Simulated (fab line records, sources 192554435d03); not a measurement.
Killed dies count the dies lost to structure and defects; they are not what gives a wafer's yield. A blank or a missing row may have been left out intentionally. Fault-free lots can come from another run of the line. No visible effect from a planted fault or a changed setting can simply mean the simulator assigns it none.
Matching of chambers | flow n5Finfet | N5_DUMMY_GATE_ETCH_36 on rieDiel-02 has 4 sister chambers
The step etches SiARC in CF4, target depth 13 nm. 18 wafers are shown with their chamber, then 9 later ones without.

## EACH WAFER AND ITS CHAMBER
wafer  | chamber | showerheadPlenumPTorr (Torr) | throttleValvePct (%) | oesProductAu (a.u.)
L079.3 | 1       | 2.06                         | 15.25                | 0.80
L079.4 | 3       | 2.12                         | 15.65                | 0.69
L079.6 | 2       | 2.22                         | 15.68                | 0.75
L081.1 | 2       | 2.22                         | 15.69                | 0.74
L081.3 | 3       | 2.12                         | 15.65                | 0.68
L081.5 | 1       | 2.06                         | 15.25                | 0.79
L083.2 | 0       | 2.03                         | 16.08                | 0.71
L083.3 | 1       | 2.06                         | 15.28                | 0.79
L083.5 | 0       | 2.03                         | 16.09                | 0.71
L084.1 | 3       | 2.12                         | 15.66                | 0.68
L084.3 | 2       | 2.21                         | 15.69                | 0.75
L084.6 | 3       | 2.12                         | 15.68                | 0.68
L086.1 | 0       | 2.03                         | 16.09                | 0.71
L086.4 | 1       | 2.06                         | 15.26                | 0.79
L086.5 | 3       | 2.12                         | 15.69                | 0.68
L087.2 | 0       | 2.03                         | 16.10                | 0.71
L087.5 | 0       | 2.03                         | 16.10                | 0.71
L087.6 | 3       | 2.12                         | 15.69                | 0.67

SIGNATURES, as means of the wafers listed above
reading               | chamber 0 | chamber 1 | chamber 2 | chamber 3 | scatter within a chamber
showerheadPlenumPTorr | 2.0300    | 2.0600    | 2.2167    | 2.1200    | 0.00218
throttleValvePct      | 16.0920   | 15.2600   | 15.6867   | 15.6700   | 0.014
oesProductAu          | 0.7100    | 0.7925    | 0.7467    | 0.6800    | 0.00494
Rule: a wafer's distance from a chamber is the root of the sum, over the readings, of the square of ((its reading less the chamber's mean) divided by the reading's scatter). The wafer belongs to the nearest chamber; if the next one is less than 2 further off, it can't be placed. How the scatter is found: for the shown wafers, subtract from each reading the mean of its chamber, square and add these, divide the total by (wafers less chambers), then take the root.

## WAFERS WHOSE CHAMBER IS MISSING
wafer  | showerheadPlenumPTorr (Torr) | throttleValvePct (%) | oesProductAu (a.u.)
L094.1 | 2.21                         | 15.72                | 0.73
L094.2 | 2.05                         | 15.30                | 0.76
L094.6 | 2.21                         | 15.73                | 0.73
L095.1 | 2.11                         | 15.72                | 0.66
L095.3 | 2.21                         | 15.75                | 0.72
L095.5 | 2.21                         | 15.74                | 0.72
L096.1 | 2.21                         | 15.74                | 0.72
L096.2 | 2.03                         | 16.14                | 0.69
L096.3 | 2.11                         | 15.71                | 0.65

## WHICH CHAMBER EACH ONE RAN IN
wafer  | from the rows above | in truth
L094.1 | 2                   | 2
L094.2 | 1                   | 1
L094.6 | 2                   | 2
L095.1 | 3                   | 3
L095.3 | 2                   | 2
L095.5 | 2                   | 2
L096.1 | 2                   | 2
L096.2 | 0                   | 0
L096.3 | 3                   | 3
9 of 9 placed correctly. Can't be placed from these rows: 0. Wrongly placed: 0.
